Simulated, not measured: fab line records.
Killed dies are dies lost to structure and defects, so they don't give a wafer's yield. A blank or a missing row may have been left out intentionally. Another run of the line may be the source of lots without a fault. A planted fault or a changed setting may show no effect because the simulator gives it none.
Split-lot study ; flow n5Finfet ; 21 wafers read across 7 lots, on a route 1938 steps long

SPLIT DETAILS
At N5_MOL_CONTACT_COAG_PECVD_31 (deposits SiO2 from TEOS/O2, target thk 46 nm, time 8.9 s), the setting tempC was moved away from the recipe's 400 C on 7 of the 21 wafers read, by +2.6% to +4.0%. All remaining wafers had this setting at the recipe value.

FROM THE SPLIT TO THE READING: what the file shows between them, 10 steps
- N5_MOL_CONTACT_COAG_COAT_76: time 60 s, resist thk 10 nm (also split here: spinRpm)
- N5_MOL_CONTACT_COAG_COAT_77: time 60 s, resist thk 10 nm
- N5_MOL_CONTACT_COAG_COAT_78: resist thk 40 nm
- N5_MOL_CONTACT_COAG_DESCUM_88: chemistry O2, time 7 s
- N5_MOL_CONTACT_COAG_ETCH_89: etches underlayer in N2/H2, target depth 13 nm, time 10.4 s
- N5_MOL_CONTACT_COAG_ETCH_90: etches SiARC in CF4, target depth 13 nm, time 21.7 s
- N5_MOL_CONTACT_COAG_ALD_131: deposits SiO2, target thk 5 nm, pulse time 1 s, co reactant pulse time 1 s
- N5_MOL_CONTACT_COAG_ETCHBACK_132: etches SiO2 in CHF3, target depth 10 nm, time 6.7 s
- N5_MOL_CONTACT_COAG_ETCHBACK_135: etches SiO2 in CHF3, target depth 25 nm, time 16.7 s
- N5_MOL_CONTACT_COAG_STRIP_118: strips in CHF3

THE READING
etch.depthNm (the simulator's own value, which no gauge read), in nm, at N5_MOL_CONTACT_COAG_VIA_ETCH_46 (etches SiO2 in C4F6/O2, target depth 46 nm, overetch 9.2 nm, time 40 s). There is no usual value for it anywhere in the file. The 14 wafers here that ran the recipe average 46.05 nm, standard deviation 0.46 nm.

wafer;tool, chamber at the split;tempC as run, C;against the recipe;etch.depthNm, nm;against lot-mates on the recipe
L074.1;pecvd-04, 2;410.2;+2.6%;43.5;no lot-mate on the recipe
L074.2;pecvd-04, 0;410.2;+2.6%;43.43;no lot-mate on the recipe
L074.5;pecvd-04, 1;410.2;+2.6%;44.08;no lot-mate on the recipe
L076.3;pecvd-04, 0;400;recipe;45.64;-
L076.4;pecvd-04, 0;400;recipe;46.33;-
L076.6;pecvd-04, 1;400;recipe;45.83;-
L077.4;pecvd-03, 2;416;+4.0%;41.99;-4.44
L077.5;pecvd-03, 0;400;recipe;46.65;-
L077.6;pecvd-03, 2;400;recipe;46.21;-
L078.2;pecvd-02, 0,2;400;recipe;46.41;-
L078.3;pecvd-02, 1;400;recipe;45.54;-
L078.6;pecvd-02, 0,2;400;recipe;46.35;-
L086.1;pecvd-03, 1,2;400;recipe;45.82;-
L086.2;pecvd-03, 0;412.6;+3.2%;42.25;-3.52
L086.3;pecvd-03, 1,2;400;recipe;45.71;-
L087.2;pecvd-03, 2;400;recipe;44.99;-
L087.5;pecvd-03, 0;414.9;+3.7%;42.17;-2.82
L087.6;pecvd-03, 2;414.9;+3.7%;41.75;-3.24
L091.2;pecvd-02, 2,1;400;recipe;46.24;-
L091.3;pecvd-02, 2,1;400;recipe;46.26;-
L091.4;pecvd-02, 0;400;recipe;46.71;-
The file does not say which wafer passed through which chamber wherever a row lists several chambers: such a row stands for several wafers.

THE FIT
A straight line over all 21 wafers: etch.depthNm changes by -1.05 nm for each +1% of tempC; r = -0.97; the points scatter about the line by 0.45 nm.
The same after taking each lot's own level away (the mean of its wafers on the recipe; 18 wafers): -0.957 nm for each +1%; r = -0.97; scatter 0.38 nm.
That fit puts the effect of the largest move of tempC on the reading at 3.8 nm.
Across the lots, their own levels run from 44.990 to 46.430 nm, a range of 3.1 times the standard deviation given above.
Hence the slope depends on the lot-to-lot level, as the two fits are not the same.
Check: with one of the wafers moved furthest among these (+4.0%) left out of the fit, the line predicts -3.57 nm for it against its lot-mates. Against them it came out at -4.44 nm.

OTHER SPLITS ON THESE WAFERS
These wafers also went through other splits before the reading. Each is held against what the fit with the lots' levels taken away leaves over:
other split on the same wafers;wafers away from the commonest value;r with etch.depthNm (lot level and that fit taken away)
N5_MOL_CONTACT_COAG_COAT_103 spinRpm;7;-0.21
N5_MOL_CONTACT_COAG_EXPOSE_05 doseMj;9;-0.16
N5_MOL_CONTACT_COAG_COAT_76 spinRpm;7;-0.43

THE WHOLE CHAIN: every reading that the file lists as answering this split, in the file's order
step;what it does;reading;change (the file's fit);r (the file's)
N5_MOL_CONTACT_COAG_PECVD_31;deposits SiO2 from TEOS/O2, target thk 46 nm, time 8.9 s;SiO2_of_MOL_CONTACT_COAG_PECVD_31.thkNm (the simulator's own value, which no gauge read);-1.01 nm for each +1% of the setting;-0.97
N5_MOL_CONTACT_COAG_VIA_ETCH_46;etches SiO2 in C4F6/O2, target depth 46 nm, overetch 9.2 nm, time 40 s;etch.depthNm (the simulator's own value, which no gauge read);-1.01 nm for each +1% of the setting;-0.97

FILE'S OWN FIT
etch.depthNm changes by -1.01 nm for each +1% of tempC, r = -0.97.
